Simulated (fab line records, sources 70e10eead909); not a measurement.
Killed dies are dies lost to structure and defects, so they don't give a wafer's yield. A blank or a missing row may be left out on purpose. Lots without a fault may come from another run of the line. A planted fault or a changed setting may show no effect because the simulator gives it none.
Chamber matching | flow nand_harc | NHARC_P_BONDPAD_ACTIVATE_29 on rie_diel-04: 4 sister chambers
The step chemistry N2, time 60 s. 16 wafers are shown with their chamber, then 8 later ones without.

WAFERS WITH THEIR CHAMBER
wafer  | chamber | showerhead_plenum_p_Torr (Torr) | drypump_motor_current_A (A) | oes_product_au (a.u.)
L526.1 | 2       | 1.81                            | 5.6                         | 1.011
L526.3 | 1       | 1.89                            | 5.3                         | 1.008
L526.4 | 0       | 1.79                            | 4.9                         | 0.991
L531.3 | 0       | 1.78                            | 4.9                         | 0.987
L531.5 | 2       | 1.81                            | 5.6                         | 0.990
L531.6 | 0       | 1.78                            | 4.9                         | 0.986
L541.2 | 0       | 1.78                            | 4.8                         | 0.997
L541.3 | 1       | 1.89                            | 5.3                         | 0.980
L541.5 | 0       | 1.78                            | 4.9                         | 0.985
L542.2 | 3       | 1.76                            | 5.6                         | 0.994
L542.3 | 1       | 1.89                            | 5.3                         | 0.983
L542.5 | 3       | 1.76                            | 5.5                         | 0.994
L543.2 | 3       | 1.76                            | 5.6                         | 1.003
L543.4 | 1       | 1.89                            | 5.3                         | 0.992
L543.5 | 2       | 1.81                            | 5.5                         | 0.990
L544.2 | 0       | 1.78                            | 4.9                         | 0.995

SIGNATURES (means of the wafers above)
reading                  | chamber 0 | chamber 1 | chamber 2 | chamber 3 | scatter within a chamber
showerhead_plenum_p_Torr | 1.7817    | 1.8900    | 1.8100    | 1.7600    | 0.00264
drypump_motor_current_A  | 4.883     | 5.300     | 5.567     | 5.567     | 0.0425
oes_product_au           | 0.99017   | 0.99075   | 0.99700   | 0.99700   | 0.00889
Rule: a wafer's distance from a chamber is the root of the sum, over the readings, of the square of ((its reading less the chamber's mean) divided by the reading's scatter). The wafer belongs to the nearest chamber; if the next one is less than 2 further off, it can't be placed. The scatter: the root of (the sum of the squares of (reading less its chamber's mean) over the shown wafers, divided by (wafers less chambers)).

WAFERS WITHOUT THEIR CHAMBER
wafer  | showerhead_plenum_p_Torr (Torr) | drypump_motor_current_A (A) | oes_product_au (a.u.)
L544.3 | 1.81                            | 5.6                         | 0.993
L544.5 | 1.76                            | 5.5                         | 0.999
L545.3 | 1.89                            | 5.4                         | 0.991
L545.4 | 1.81                            | 5.5                         | 0.982
L545.6 | 1.78                            | 4.8                         | 0.992
L547.1 | 1.76                            | 5.6                         | 1.004
L547.4 | 1.78                            | 4.9                         | 0.991
L547.5 | 1.78                            | 4.8                         | 0.990

WHICH CHAMBER EACH WENT THROUGH
wafer  | from the rows above | in truth
L544.3 | 2                   | 2
L544.5 | 3                   | 3
L545.3 | 1                   | 1
L545.4 | 2                   | 2
L545.6 | 0                   | 0
L547.1 | 3                   | 3
L547.4 | 0                   | 0
L547.5 | 0                   | 0
Placed correctly: 8 of 8. Can't be placed from these rows: 0. Placed wrongly: 0.
